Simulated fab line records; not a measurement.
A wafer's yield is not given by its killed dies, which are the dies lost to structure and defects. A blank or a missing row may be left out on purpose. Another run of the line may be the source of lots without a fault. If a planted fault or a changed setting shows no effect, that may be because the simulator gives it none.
Problem report in the 8D (eight disciplines) form, filled by code :: flow n5Finfet :: the parts of the form that need people (team, actions taken, sign-off) are left out

== 1. THE PROBLEM ==
Wafers without a fault read 185.0 W with a standard deviation of 0.54, while biasW at N5_BEOL_M2_TRENCH_ETCH_37 averages 191.2 W across 3 wafers of 1 lot. Measured from the usual mean, that is +11 standard deviations.
The step: etches SiOC in C4F6/O2, target depth 55.555 nm, time 29.2 s.
Earliest sighting: wafer L740.1 on rieDiel-02 at day 11 08:20. The record holds 24 wafers of 8 lots with a number at this step. Rule for "out", or "out of limits": more than 4 standard deviations from the usual mean. All remaining wafers that have a number are taken as sound.

== 2. WHAT THIS IS AND IS NOT ==
question: which readings at this step
is: biasW, rfVppV
is not: C4F6_flow_sccm, drypumpMotorCurrentA, oesProductAu, showerheadPlenumPTorr, throttleValvePct

question: which lots
is: L740
is not: L722, L725, L730, L732, L735, L744, L745

question: which wafers of those lots
is: all that have a number
is not: -

question: read on which tools
is: rieDiel-02
is not: rieDiel-01, rieDiel-06

question: when
is: from day 11 08:20
is not: up to then (15 sound wafers); but 6 sound wafers of L744, L745 came after

== 3. WHAT RULES OUT EACH SUSPECT ==
Counting: a tool at any process step up to the reading remains a suspect when it ran all the lots that are out and ran no sound lot after the first of those.
- rieDiel-02 at N5_BEOL_M2_STRIP_19 (strips in O2): ruled out as a lasting fault. Following L740 (day 11 02:13), the first lot on it that is out, the sound lots L745 were run on it.
- rieDiel-02 at N5_BEOL_M2_ETCH_69 (etches SiARC in CF4, target depth 15.6 nm, time 26 s): kept. It ran the lot that is out, L740 (day 11 02:54), and no sound lot after that; its last sound lot up to then is L735 (day 10 04:15).
- rieDiel-02 at N5_BEOL_M2_ETCH_70 (etches SOC in N2/H2, target depth 80 nm, overetch 24 nm, time 130 s): kept. It ran the lot that is out, L740 (day 11 08:08), and no sound lot after that; its last sound lot up to then is L725 (day 7 07:56).
- rieDiel-02 at N5_BEOL_M2_TRENCH_ETCH_37 (etches SiOC in C4F6/O2, target depth 55.555 nm, time 29.2 s): kept. It ran the lot that is out, L740 (day 11 08:20), and no sound lot after that; its last sound lot up to then is L725 (day 7 08:08). Its own readings are out on those wafers: biasW, rfVppV.
Still standing after the count: rieDiel-02 at N5_BEOL_M2_ETCH_69, rieDiel-02 at N5_BEOL_M2_ETCH_70, rieDiel-02 at N5_BEOL_M2_TRENCH_ETCH_37.

== 4. THE CAUSE (what the simulator had put in) ==
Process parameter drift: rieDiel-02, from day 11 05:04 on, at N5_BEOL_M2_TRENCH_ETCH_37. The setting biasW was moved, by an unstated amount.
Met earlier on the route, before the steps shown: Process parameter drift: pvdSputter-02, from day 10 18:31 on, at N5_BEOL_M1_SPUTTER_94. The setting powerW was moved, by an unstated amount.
Counting leaves 3 suspects; this tool is one of them.

== 5. THE CHAIN OF EFFECTS, in route order ==
Each row: a reading whose mean over the struck wafers that have a number lies more than 3 standard deviations from the usual. Readings are gone through only where the record gives a usual standard deviation; hours: the median, over the lots, of the time from a lot's start at the first step in this table giving one to that lot's start at this step; sigmas: the change measured in usual standard deviations.
hours: 0
step: N5_BEOL_M2_TRENCH_ETCH_37
reading: biasW
usual: 185.0 W
on struck wafers: 191.2
change: +6.2
sigmas: +11

hours: 0
step: N5_BEOL_M2_TRENCH_ETCH_37
reading: rfVppV
usual: 666 V
on struck wafers: 685
change: +19
sigmas: +4.7
Its process steps:
- N5_BEOL_M2_TRENCH_ETCH_37: etches SiOC in C4F6/O2, target depth 55.555 nm, time 29.2 s.
Later measuring or inspecting steps at which every struck wafer that the step has a row for has a number for every such reading, and none has moved that far: N5_BEOL_M4_RC_MEAS_101.

== 6. WHAT WOULD HAVE CAUGHT IT SOONER ==
3 hours passed between the start of the fault at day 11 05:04 and the first reading out of limits in this record, taken at day 11 08:20.
